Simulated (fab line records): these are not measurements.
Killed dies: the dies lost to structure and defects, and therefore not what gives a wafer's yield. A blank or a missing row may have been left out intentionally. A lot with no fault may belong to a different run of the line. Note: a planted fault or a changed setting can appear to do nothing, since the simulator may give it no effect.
fab line records ; flow n5-finfet
[record] lots = 10; wafers = 30; last-day = 17
route steps=1938 shown BEOL_M0_SAQP@639 BEOL_M4@1111 PASSIVATION@1936
lots that met no fault: from a run of the same line without faults
start-h: hours from the record's first day to the start of the lot's first wafer shown ; wait-h: hours since the lot's step before ; " as in the row above ; L1.1+2: one row covering several wafers at once ; - either no value or no given start ; * or withheld: withheld ; < > ~ a bound
route shown NAME@n: NAME is a module with steps in the file, n the number in the route of the first one ; usual: mean and standard deviation over wafers with no fault ; same: alike in all rows ; chamber/n: place in a boat ; sites: per-site readings ; _std_site: the standard deviation of these ; _edge_site: the outer-site mean with the inner-site mean subtracted ; radius-mm: how far each site lies from the wafer's centre ; mask NAME#n: copy n ; behind: the tool/chamber that last shaped the wafer ; hold: what put the lot on hold/how long, in hours/how the hold closed ; device: transistor that didn't switch, given as n, p or np ; end of line: tests run on the same wafers once the route is complete ; a step given without rows: its recipe and nothing more ; killed: dies that structure and defects cost at the first sort, which is not the same as the wafer's yield ; map: shows each die of a wafer: x if killed, . if not, _ if none is there
set.NAME: the setting that was run; set.NAME@STEP: the one run at that earlier step ; model.NAME: the simulator's own value behind a step, which no gauge read
one table for each step of the route and one row for each wafer, over a sample of lots
services: a tool's chamber out of use, with start hour (start-h, from the record's first day; less than 0 if before it), hours out, and reason
[[steps]]
[step N5_BEOL_M0_SAQP_THK_MEAS_05]
[usual] thk-nm = 60.4/1.2
lot.wafer;tool;chamber;start-h;wait-h;thk-nm
L313.1;film-metro-02;-;137.32;0.1;58.7
L313.2;film-metro-02;-;137.32;0.1;60.8
L313.6;film-metro-02;-;137.32;0.1;60.0
L314.2;film-metro-01;-;137.65;0.1;60.0
L314.3;film-metro-01;-;137.65;0.1;59.7
L314.4;film-metro-01;-;137.65;0.1;61.8
L318.2;film-metro-01;-;151.69;0.1;58.4
L318.3;film-metro-01;-;151.69;0.1;60.3
L318.5;film-metro-01;-;151.69;0.1;60.9
L321.1;film-metro-02;-;178.87;0.1;59.5
L321.3;film-metro-02;-;178.87;0.1;59.1
L321.6;film-metro-02;-;178.87;0.1;61.0
L322.1;film-metro-02;-;184.51;0.1;59.8
L322.2;film-metro-02;-;184.51;0.1;60.4
L322.6;film-metro-02;-;184.51;0.1;60.6
L325.2;film-metro-02;-;200.91;0.1;59.3
L325.3;film-metro-02;-;200.91;0.1;60.6
L325.6;film-metro-02;-;200.91;0.1;60.2
L327.1;film-metro-02;-;208.44;0.1;59.8
L327.4;film-metro-02;-;208.44;0.1;60.0
L327.6;film-metro-02;-;208.44;0.1;60.0
L329.1;film-metro-01;-;211.81;0.1;60.1
L329.4;film-metro-01;-;211.81;0.1;60.4
L329.5;film-metro-01;-;211.81;0.1;59.3
L328.1;film-metro-02;-;215.23;0.1;60.2
L328.3;film-metro-02;-;215.23;0.1;62.2
L328.4;film-metro-02;-;215.23;0.1;61.5
L330.1;film-metro-02;-;226.27;0.1;60.5
L330.4;film-metro-02;-;226.27;0.1;61.0
L330.5;film-metro-02;-;226.27;0.1;60.7
[step N5_BEOL_M0_SAQP_ETCH_84]
[recipe] chemistry = N2/H2; target = SOC; target-depth-a = 1000; overetch-a = 200; mask-material = SiARC; temp-c = 40; time-s = 150; ion-energy-ev = 200; pressure-mtorr = 30; source-w = 840; bias-w = 150; n2-flow-sccm = 200; h2-flow-sccm = 200
[usual] drypump-motor-current-A = 5.5/0.45; oes-product-au = 0.72/0.089; rf-vpp-V = 524.6/2.6; showerhead-plenum-p-Torr = 2.58/0.085; throttle-valve-pct = 17.8/0.39
lot.wafer;tool;chamber;start-h;wait-h;drypump-motor-current-A;oes-product-au;rf-hours-counter-h;rf-vpp-V;showerhead-plenum-p-Torr;throttle-valve-pct
L313.1;rie-diel-02;1;138.13;0.0;5.9;0.66;167;525.6;2.66;18.3
L313.2;rie-diel-02;3;138.13;0.0;5.4;0.83;18;529.6;2.73;17.7
L313.6;rie-diel-02;1;138.13;0.0;5.9;0.67;-;527.2;2.66;18.2
L314.2;rie-diel-04;1;138.38;0.0;6.2;0.61;219;520.4;2.42;18.1
L314.3;rie-diel-04;3;138.38;0.0;5.0;0.83;15;524.3;2.60;17.3
L314.4;rie-diel-04;3;138.38;0.0;5.0;0.82;-;524.4;2.60;17.3
L318.2;rie-diel-05;1;152.49;0.0;5.6;0.63;204;521.8;2.54;18.0
L318.3;rie-diel-05;2;152.49;0.0;5.8;0.85;9;523.1;2.50;17.5
L318.5;rie-diel-05;2;152.49;0.0;5.8;0.86;-;521.1;2.50;17.5
L321.1;rie-diel-04;3;179.83;0.0;5.0;0.80;28;523.7;2.59;17.4
L321.3;rie-diel-04;0;179.83;0.0;5.3;0.84;11;528.7;2.68;17.1
L321.6;rie-diel-04;3;179.83;0.0;5.0;0.80;-;524.3;2.59;17.3
L322.1;rie-diel-05;0;185.04;0.0;6.5;0.64;194;526.0;2.62;18.1
L322.2;rie-diel-05;3;185.04;0.0;5.3;0.62;240;523.1;2.52;18.4
L322.6;rie-diel-05;3;185.04;0.0;5.3;0.61;-;522.1;2.52;18.4
L325.2;rie-diel-02;3;201.57;0.0;5.4;0.79;39;527.3;2.72;17.8
L325.3;rie-diel-02;2;201.57;0.0;5.7;0.62;249;521.8;2.50;18.3
L325.6;rie-diel-02;3;201.57;0.0;5.4;0.80;-;528.0;2.72;17.8
L327.1;rie-diel-02;0;209.10;0.0;6.0;0.66;195;523.4;2.52;18.0
L327.4;rie-diel-02;0;209.10;0.0;6.1;0.66;-;522.0;2.52;18.0
L327.6;rie-diel-02;3;209.10;0.0;5.4;0.78;-;527.3;2.72;17.8
L329.1;rie-diel-02;0;212.46;0.0;6.0;0.67;196;522.2;2.52;18.0
L329.4;rie-diel-02;1;212.46;0.0;5.9;0.65;-;524.7;2.65;18.3
L329.5;rie-diel-02;3;212.46;0.0;5.4;0.78;-;529.1;2.72;17.8
L328.1;rie-diel-04;0;215.88;0.0;5.2;0.81;21;527.3;2.68;17.1
L328.3;rie-diel-04;2;215.88;0.0;4.9;0.71;97;524.9;2.57;17.7
L328.4;rie-diel-04;1;215.88;0.0;6.2;0.60;241;519.2;2.41;18.1
L330.1;rie-diel-04;1;226.96;0.0;6.2;0.61;244;520.5;2.40;18.2
L330.4;rie-diel-04;3;226.96;0.0;5.0;0.78;41;524.2;2.58;17.4
L330.5;rie-diel-04;0;226.96;0.0;5.3;0.81;-;528.7;2.68;17.1
[step N5_BEOL_M0_SAQP_MANDREL_ETCH_103]
[recipe] chemistry = HBr/Cl2; target = a-Si; target-depth-a = 450; bt-time-s = 10; stop-on = SiCN; mask-material = SiO2; over-etch-frac = 0.8; time-s = 27; pressure-mtorr = 10; icp-w = 800; bias-w = 75; HBr_flow_sccm = 150; Cl2_flow_sccm = 80; ends = end-point
[usual] drypump-motor-current-A = 5.5/0.49; oes-product-au = 0.676/0.013; throttle-valve-pct = 35.3/0.32
lot.wafer;tool;chamber;start-h;wait-h;drypump-motor-current-A;oes-product-au;rf-hours-counter-h;throttle-valve-pct
L313.1;rie-si-06;2;140.02;0.0;4.8;0.667;143;35.4
L313.2;rie-si-06;1;140.02;0.0;5.7;0.657;108;35.6
L313.6;rie-si-06;3;140.02;0.0;5.2;0.678;-;34.7
L314.2;rie-si-03;3;140.90;0.0;5.4;0.685;193;35.5
L314.3;rie-si-03;0;140.90;0.0;6.0;0.693;4;35.4
L314.4;rie-si-03;2;140.90;0.0;4.8;0.668;116;34.8
L318.2;rie-si-02;2;154.72;0.0;6.5;0.660;141;34.8
L318.3;rie-si-02;3;154.72;0.0;5.5;0.678;128;35.7
L318.5;rie-si-02;0;154.72;0.0;5.8;0.658;-;35.1
L321.1;rie-si-06;0;182.14;0.0;6.3;0.674;0;35.5
L321.3;rie-si-06;2;182.14;0.0;4.8;0.667;144;35.4
L321.6;rie-si-06;3;182.14;0.0;5.2;0.687;-;34.7
L322.1;rie-si-03;1;186.69;0.0;5.2;0.679;72;35.1
L322.2;rie-si-03;0;186.69;0.0;6.0;0.686;5;35.4
L322.6;rie-si-03;3;186.69;0.0;5.5;0.681;-;35.3
L325.2;rie-si-06;1;203.22;0.0;5.7;0.663;109;35.6
L325.3;rie-si-06;2;203.22;0.0;4.8;0.679;144;35.3
L325.6;rie-si-06;3;203.22;0.0;5.2;0.677;-;34.7
L327.1;rie-si-06;2;210.79;0.0;4.8;0.664;145;35.4
L327.4;rie-si-06;1;210.79;0.0;5.7;0.654;110;35.6
L327.6;rie-si-06;2;210.79;0.0;4.8;0.676;-;35.4
L329.1;rie-si-02;1;214.22;0.0;5.6;0.696;19;35.4
L329.4;rie-si-02;0;214.22;0.0;5.8;0.664;172;35.0
L329.5;rie-si-02;0;214.22;0.0;5.8;0.673;-;35.1
L328.1;rie-si-02;3;217.54;0.0;5.5;0.678;129;35.7
L328.3;rie-si-02;2;217.54;0.0;6.5;0.663;142;34.8
L328.4;rie-si-02;0;217.54;0.0;5.8;0.682;172;35.0
L330.1;rie-si-03;1;228.63;0.0;5.2;0.671;73;35.1
L330.4;rie-si-03;0;228.63;0.0;5.9;0.695;6;35.3
L330.5;rie-si-03;0;228.63;0.0;6.0;0.681;-;35.3
[step N5_BEOL_M0_SAQP_RECESS_109]
[recipe] chemistry = HF/NH3; target = SiO2; target-depth-a = 30; afs-cycles = 1; temp-c = 30; sublimation-temp-c = 180; sublimation-time-s = 60
[usual] afs-cycles = 1/0; drypump-motor-current-A = 6.2/0.33
lot.wafer;tool;chamber;start-h;wait-h;afs-cycles;drypump-motor-current-A
L313.1;vapor-etch-02;1;140.76;0.1;1;6.4
L313.2;vapor-etch-02;0;140.76;0.1;1;6.2
L313.6;vapor-etch-02;1;140.76;0.1;1;6.4
L314.2;vapor-etch-02;1;141.63;0.0;1;6.4
L314.3;vapor-etch-02;0;141.63;0.0;1;6.2
L314.4;vapor-etch-02;1;141.63;0.0;1;6.4
L318.2;vapor-etch-01;1;155.41;0.0;1;5.6
L318.3;vapor-etch-01;1;155.41;0.0;1;5.6
L318.5;vapor-etch-01;0;155.41;0.0;1;6.5
L321.1;vapor-etch-01;1;182.84;0.0;1;5.6
L321.3;vapor-etch-01;0;182.84;0.0;1;6.5
L321.6;vapor-etch-01;0;182.84;0.0;1;6.5
L322.1;vapor-etch-01;1;187.38;0.0;1;5.6
L322.2;vapor-etch-01;0;187.38;0.0;1;6.5
L322.6;vapor-etch-01;1;187.38;0.0;1;5.6
L325.2;vapor-etch-02;1;204.00;0.0;1;6.4
L325.3;vapor-etch-02;0;204.00;0.0;1;6.2
L325.6;vapor-etch-02;1;204.00;0.0;1;6.4
L327.1;vapor-etch-02;1;211.49;0.0;-;-
L327.4;vapor-etch-02;0;211.49;0.0;-;-
L327.6;vapor-etch-02;0;211.49;0.0;-;-
L329.1;vapor-etch-02;1;215.20;0.0;-;-
L329.4;vapor-etch-02;0;215.20;0.0;-;-
L329.5;vapor-etch-02;0;215.20;0.0;-;-
L328.1;vapor-etch-02;0;218.23;0.0;-;-
L328.3;vapor-etch-02;0;218.23;0.0;-;-
L328.4;vapor-etch-02;1;218.23;0.0;-;-
L330.1;vapor-etch-02;1;229.32;0.0;1;6.4
L330.4;vapor-etch-02;1;229.32;0.0;1;6.4
L330.5;vapor-etch-02;0;229.32;0.0;1;6.2
[step N5_BEOL_M4_RC_MEAS_101]
[usual] DIBL_N = 36.6/2.1; DIBL_P = 36.5/2.7; IOFF_N = 0.17/0.043; IOFF_P = 0.22/0.045; ION_N = 674/17; ION_P = 461/9.9; SS_N = 71.7/0.79; SS_P = 73.4/0.79; VT_N = 249/4; VT_P = -250/3.3
lot.wafer;tool;chamber;start-h;wait-h;DIBL_N[mV/V];DIBL_P[mV/V];IOFF_N[nA/um];IOFF_P[nA/um];ION_N[uA/um];ION_P[uA/um];SS_N[mV/dec];SS_P[mV/dec];VT_N[mV];VT_P[mV]
L313.1;prober-02;0;194.93;0.0;40.5;39.4;0.23;0.26;695;463;73.2;74.4;247;-250
L313.2;prober-02;0;194.93;0.0;37.7;35.1;0.17;0.19;676;454;72.8;73.9;250;-254
L313.6;prober-02;0;194.93;0.0;38.3;37.4;0.20;0.23;693;464;72.4;73.9;248;-248
L314.2;prober-02;0;200.10;0.2;34.9;34.8;0.16;0.26;695;487;71.3;72.6;249;-244
L314.3;prober-02;0;200.10;0.2;35.6;34.2;0.17;0.25;653;460;71.6;73.1;250;-245
L314.4;prober-02;0;200.10;0.2;36.0;34.3;0.17;0.25;679;465;71.9;73.2;248;-246
L318.2;prober-01;0;209.24;0.2;35.3;37.4;0.13;0.21;659;456;71.8;73.9;252;-251
L318.3;prober-01;0;209.24;0.2;32.8;33.5;0.10;0.16;664;462;70.7;72.6;256;-254
L318.5;prober-01;0;209.24;0.2;32.1;33.0;0.10;0.15;662;459;71.0;72.1;257;-254
L321.1;prober-01;0;238.49;0.0;34.5;33.8;0.13;0.18;659;460;70.8;72.9;251;-249
L321.3;prober-01;0;238.49;0.0;34.3;34.0;0.12;0.19;660;457;70.2;73.5;255;-249
L321.6;prober-01;0;238.49;0.0;35.6;36.4;0.15;0.24;678;473;71.4;73.6;251;-247
L322.1;prober-02;0;242.47;0.0;35.8;35.8;0.15;0.18;688;468;72.0;73.0;251;-252
L322.2;prober-02;0;242.47;0.0;35.8;36.8;0.16;0.19;660;452;71.7;73.8;247;-252
L322.6;prober-02;0;242.47;0.0;36.0;34.5;0.15;0.17;671;451;72.4;73.3;252;-252
L325.2;prober-02;0;253.65;0.2;34.3;33.8;0.13;0.17;665;460;71.2;74.0;250;-251
L325.3;prober-02;0;253.65;0.2;39.3;40.0;0.23;0.26;699;466;72.1;74.0;242;-248
L325.6;prober-02;0;253.65;0.2;37.2;37.4;0.18;0.22;682;461;71.0;73.3;248;-249
L329.1;prober-01;0;267.84;0.0;37.2;37.6;0.17;0.22;658;452;71.1;74.0;250;-249
L329.4;prober-01;0;267.84;0.0;38.0;39.5;0.20;0.25;682;465;72.1;73.7;245;-248
L329.5;prober-01;0;267.84;0.0;35.6;34.8;0.15;0.18;673;455;71.3;73.8;251;-250
L327.1;prober-02;0;274.00;0.0;37.2;38.4;0.15;0.22;660;455;72.0;73.3;252;-249
L327.4;prober-02;0;274.00;0.0;39.3;40.1;0.21;0.26;677;462;72.3;73.8;245;-247
L327.6;prober-02;0;274.00;0.0;35.4;35.7;0.14;0.18;668;460;71.1;72.7;248;-250
L328.1;prober-02;0;275.77;0.0;37.5;37.3;0.21;0.22;678;460;71.7;73.9;244;-250
L328.3;prober-02;0;275.77;0.0;37.2;36.4;0.17;0.21;670;450;72.4;72.9;249;-252
L328.4;prober-02;0;275.77;0.0;36.2;36.1;0.18;0.20;699;469;71.6;73.4;246;-250
L330.1;prober-01;0;282.81;0.0;37.2;37.7;0.18;0.24;699;478;72.0;73.5;247;-246
L330.4;prober-01;0;282.81;0.0;36.0;36.6;0.17;0.23;678;465;71.1;73.3;246;-247
L330.5;prober-01;0;282.81;0.0;37.9;38.2;0.19;0.24;664;456;72.0;73.2;245;-249
[step N5_PASSIVATION_PROBE_49]
[usual] defect-limited-yield = 91.5/1.7; killed_at_M0_to_M3 = 33/11; killed_at_M4_up = 13/5.2; killed-at-contacts = 11/5.7; killed-at-front-end = 39/11; killed-at-other = 4/3; killed-dies = 101/20; killed-open = 66/15; killed-short = 33/8.4; sort_bin_5_function = 5.0/1.1; sort_bin_6_memory = 3.2/0.69; sort_bin_8_speed = 0.1/0.52; sort-n-pass = 1078/20; sort-yield-pct = 91.4/1.7
[same] gross-dies = 1180; killed-at-back-side = 0; sort_bin_4_leakage[%] = 0
lot.wafer;tool;chamber;start-h;wait-h;defect-limited-yield[%];killed_at_M0_to_M3;killed_at_M4_up;killed-at-contacts;killed-at-front-end;killed-at-other;killed-dies;killed-open;killed-short;sort_bin_5_function[%];sort_bin_6_memory[%];sort_bin_8_speed[%];sort-n-pass;sort-yield-pct[%]
L318.2;prober-01;-;315.66;0.1;90.3;58;17;7;26;6;114;76;35;5.6;3.8;0;1066;90.3
L318.3;prober-01;-;315.71;0.1;91.9;41;11;9;32;2;95;62;31;5.3;2.5;0;1085;91.9
L318.5;prober-01;-;315.81;0.2;91.0;50;11;13;23;9;106;60;45;5.0;3.5;0;1074;91.0
L322.1;prober-01;-;342.43;0.0;89.2;42;7;8;62;8;127;76;50;6.4;3.9;0;1053;89.2
L322.2;prober-01;-;342.48;0.1;88.7;51;16;11;54;1;133;91;42;6.9;3.7;0;1047;88.7
L322.6;prober-01;-;342.68;0.3;89.4;21;23;13;64;4;125;77;46;6.9;3.4;0;1055;89.4
L325.2;prober-01;-;354.15;0.1;89.1;35;21;13;57;3;129;86;40;6.4;4.0;0;1051;89.1
L325.3;prober-01;-;354.20;0.1;91.6;32;9;21;32;5;99;62;37;4.4;3.8;0;1081;91.6
L325.6;prober-01;-;354.35;0.3;90.7;47;12;15;32;4;110;60;48;5.7;3.3;0;1070;90.7
L329.1;prober-01;-;378.54;0.0;93.4;22;6;5;39;6;78;37;33;3.8;1.9;0;1102;93.4
L329.4;prober-01;-;378.69;0.2;90.2;52;19;9;28;8;116;63;51;5.8;3.5;0;1064;90.2
L329.5;prober-01;-;378.74;0.2;93.2;25;12;4;34;5;80;66;13;3.6;3.0;0;1100;93.2
L328.1;prober-02;-;382.02;0.0;90.4;38;14;3;56;2;113;62;46;5.2;3.6;0;1067;90.4
L328.4;prober-02;-;382.17;0.2;91.6;42;13;4;38;2;99;63;36;5.2;3.1;0;1081;91.6
L327.4;prober-02;-;386.08;0.2;92.5;25;16;11;33;4;89;59;30;4.5;3.0;0;1091;92.5
// killed by level:class
L318.2 BEOL_M3:geometric-particle:open=14 BEOL_M0_SAQP:geometric-particle:short=11 BEOL_M2:geometric-particle:open=10 BEOL_M0_SAQP:geometric-particle:open=9 BEOL_M4:geometric-particle:open=6 MOL_CONTACT_COAG:geometric-particle:open=6 BEOL_M1:geometric-particle:open=6 GATE_CUT:geometric-particle:short=4
L318.3 BEOL_M0_SAQP:geometric-particle:short=13 BEOL_M2:geometric-particle:open=13 FIN_SAQP:geometric-particle:short=8 GATE_CUT:geometric-particle:open=8 MOL_CONTACT_COAG:geometric-particle:open=8 BEOL_M1:geometric-particle:open=6 BEOL_M4:geometric-particle:open=4 STARTING-WAFER:geometric-particle:open=4
L318.5 BEOL_M3:geometric-particle:short=12 BEOL_M3:geometric-particle:open=11 MOL_CONTACT_COAG:geometric-particle:open=10 BEOL_M0_SAQP:geometric-particle:short=10 BEOL_M0_SAQP:geometric-particle:open=5 BEOL_M1:geometric-particle:open=5 STI_FIN_REVEAL:geometric-particle:open=4 GATE_CUT:geometric-particle:open=4
L322.1 STI_FIN_REVEAL:geometric-particle:open=29 FIN_SAQP:geometric-particle:short=12 BEOL_M0_SAQP:geometric-particle:short=8 BEOL_M3:geometric-particle:open=7 BEOL_M1:geometric-particle:short=7 MOL_CONTACT_COAG:geometric-particle:open=6 BEOL_M2:geometric-particle:open=6 BEOL_M0_SAQP:geometric-particle:open=5
L322.2 FIN_SAQP:geometric-particle:short=16 STI_FIN_REVEAL:geometric-particle:open=14 BEOL_M0_SAQP:geometric-particle:open=13 BEOL_M3:geometric-particle:open=13 FIN_SAQP:geometric-particle:open=12 MOL_CONTACT_COAG:geometric-particle:open=9 BEOL_M0_SAQP:geometric-particle:short=9 BEOL_M1:geometric-particle:open=5
L322.6 STI_FIN_REVEAL:geometric-particle:open=26 FIN_SAQP:geometric-particle:short=15 BEOL_M0_SAQP:geometric-particle:short=12 MOL_CONTACT_COAG:geometric-particle:open=11 BEOL_M4:geometric-particle:open=10 FIN_SAQP:geometric-particle:open=9 BEOL_M3:geometric-particle:open=5 STI_FIN_REVEAL:geometric-particle:short=3
L325.2 STI_FIN_REVEAL:geometric-particle:open=21 BEOL_M4:geometric-particle:open=11 MOL_CONTACT_COAG:geometric-particle:open=9 BEOL_M2:geometric-particle:open=9 BEOL_M0_SAQP:geometric-particle:open=8 STI_FIN_REVEAL:geometric-particle:short=7 BEOL_M1:geometric-particle:open=6 FIN_SAQP:geometric-particle:short=5
L325.3 MOL_CONTACT_COAG:geometric-particle:open=16 STI_FIN_REVEAL:geometric-particle:open=9 GATE_CUT:geometric-particle:short=9 BEOL_M3:geometric-particle:open=8 MOL_CONTACT_COAG:geometric-particle:short=5 BEOL_M0_SAQP:geometric-particle:short=5 BEOL_M0_SAQP:geometric-particle:open=5 GATE_CUT:geometric-particle:open=4
L325.6 MOL_CONTACT_COAG:geometric-particle:open=12 BEOL_M2:geometric-particle:short=9 FIN_SAQP:geometric-particle:short=8 BEOL_M0_SAQP:geometric-particle:short=8 BEOL_M0_SAQP:geometric-particle:open=7 BEOL_M3:geometric-particle:open=7 BEOL_M2:geometric-particle:open=5 BEOL_M1:geometric-particle:open=5
L329.1 HKMG_FIN:area-etch=8 FIN_SAQP:geometric-particle:short=7 BEOL_M0_SAQP:geometric-particle:short=7 STI_FIN_REVEAL:geometric-particle:open=6 BEOL_M0_SAQP:geometric-particle:open=6 MOL_CONTACT_COAG:geometric-particle:open=5 STI_FIN_REVEAL:geometric-particle:short=3 DUMMY_GATE:geometric-particle:open=3
L329.4 BEOL_M0_SAQP:geometric-particle:short=18 BEOL_M4:geometric-particle:open=11 BEOL_M0_SAQP:geometric-particle:open=10 STI_FIN_REVEAL:geometric-particle:open=9 STARTING-WAFER:geometric-particle:short=7 MOL_CONTACT_COAG:geometric-particle:open=6 BEOL_M1:geometric-particle:open=6 BEOL_M2:geometric-particle:open=5
L329.5 BEOL_M0_SAQP:geometric-particle:open=11 STI_FIN_REVEAL:geometric-particle:open=8 FIN_SAQP:geometric-particle:open=7 BEOL_M4:geometric-particle:open=7 BEOL_M3:geometric-particle:open=6 FIN_SAQP:geometric-particle:short=5 MOL_CONTACT_COAG:geometric-particle:open=4 STARTING-WAFER:geometric-particle:open=4
L328.1 BEOL_M0_SAQP:geometric-particle:short=17 BEOL_M0_SAQP:geometric-particle:open=12 FIN_SAQP:geometric-particle:open=9 GATE_CUT:geometric-particle:short=9 FIN_SAQP:geometric-particle:short=8 GATE_CUT:geometric-particle:open=8 BEOL_M4:geometric-particle:open=7 STI_FIN_REVEAL:geometric-particle:open=4
L328.4 GATE_CUT:geometric-particle:short=10 BEOL_M0_SAQP:geometric-particle:open=9 BEOL_M1:geometric-particle:open=9 FIN_SAQP:geometric-particle:open=8 BEOL_M0_SAQP:geometric-particle:short=8 BEOL_M2:geometric-particle:open=8 FIN_SAQP:geometric-particle:short=5 GATE_CUT:geometric-particle:open=5
L327.4 STI_FIN_REVEAL:geometric-particle:open=9 MOL_CONTACT_COAG:geometric-particle:open=8 FIN_SAQP:geometric-particle:open=7 FIN_SAQP:geometric-particle:short=6 BEOL_M3:geometric-particle:open=6 BEOL_M2:geometric-particle:open=5 BEOL_M0_SAQP:geometric-particle:short=5 BEOL_M0_SAQP:geometric-particle:open=4
[[services]]
tool;chamber;start-h;hours;kind
rie-si-06;0;116.09;-;clean
rie-si-06;0;116.09;36.3;scheduled-down
rie-si-06;0;116.09;36.3;vent-cycle
rie-diel-04;0;124.66;-;clean
rie-diel-04;0;124.66;-;consumable-replace:focus-ring
rie-diel-04;0;124.66;-;consumable-replace:showerhead
rie-diel-04;0;124.66;17.3;scheduled-down
rie-diel-04;0;124.66;17.3;vent-cycle
rie-diel-02;0;137.14;1.7;repair
rie-diel-05;0;139.20;12.1;repair
rie-si-03;3;155.58;-;clean
rie-si-03;3;155.58;19.9;scheduled-down
rie-si-03;3;155.58;19.9;vent-cycle
rie-diel-02;2;167.26;2.7;repair
rie-diel-04;3;171.42;1.6;repair
rie-diel-04;1;190.80;1.3;repair
rie-si-02;-;191.63;14.6;pm
rie-diel-02;2;204.99;-;clean
rie-diel-02;2;204.99;-;consumable-replace:focus-ring
rie-diel-02;2;204.99;19.7;scheduled-down
rie-diel-02;2;204.99;19.7;vent-cycle
rie-si-06;1;219.17;2.3;repair
vapor-etch-02;-;219.72;0.2;repair
rie-diel-05;3;222.62;-;clean
[[key]]
[first-sign] step = N5_BEOL_M0_SAQP_RECESS_109; reading = tool-record; direction = missing
effect none on later readings
met-at N5_BEOL_M0_SAQP_RECESS_109
struck-lots L327,L328,L329
not-acting-at N5_BEOL_M0_SAQP_THK_MEAS_05,N5_BEOL_M0_SAQP_ETCH_84,N5_BEOL_M0_SAQP_MANDREL_ETCH_103
onset-between 204.00 211.49
[fault] kind = skipped-step-whole; tool = vapor-etch-02; chamber = -; onset-h = 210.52; steps = N5_BEOL_M0_SAQP_RECESS_109; scope = struck-lots-only
